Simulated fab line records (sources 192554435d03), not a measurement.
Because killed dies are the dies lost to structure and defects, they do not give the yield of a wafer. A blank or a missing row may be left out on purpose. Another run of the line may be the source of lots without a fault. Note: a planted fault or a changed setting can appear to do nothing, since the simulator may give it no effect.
Chamber matching -- flow n5 finfet -- rie diel-04 running N5_BEOL_M5_ETCH_68: 4 sister chambers
The step etches SOC in N2/H2, target depth 80 nm, overetch 16 nm, time 120 s. 4 wafers are shown with their chamber, then 8 later ones without.

EACH WAFER AND ITS CHAMBER
wafer,chamber,throttle valve pct (%)
L081.5,0,17.39
L086.4,1,17.94
L086.5,2,17.81
L088.2,3,17.70

WAFERS WHOSE CHAMBER IS MISSING
wafer,throttle valve pct (%)
L088.3,17.41
L088.6,17.94
L092.3,17.83
L092.5,17.97
L092.6,17.42
L095.2,17.83
L095.4,17.45
L095.6,17.42

WHICH CHAMBER EACH WENT THROUGH
wafer,from the rows above,in truth
L088.3,0,0
L088.6,1,1
L092.3,2,2
L092.5,1,1
L092.6,0,0
L095.2,2,2
L095.4,0,0
L095.6,0,0
Correct placement for 8 of the 8. Can't be placed from these rows: 0. Number placed wrongly: 0.
How it was worked out, from the rows above alone: a wafer's distance from a chamber is the root of the sum, over the readings, of the square of ((its reading less the chamber's mean) divided by the reading's scatter). The wafer belongs to the nearest chamber; if the next one is less than 2 further off, it can't be placed. A chamber's mean is the mean of its shown wafers. The scatter: with one shown wafer a chamber, the root of the mean of the squares of how far each hidden wafer lies from its nearest shown one.
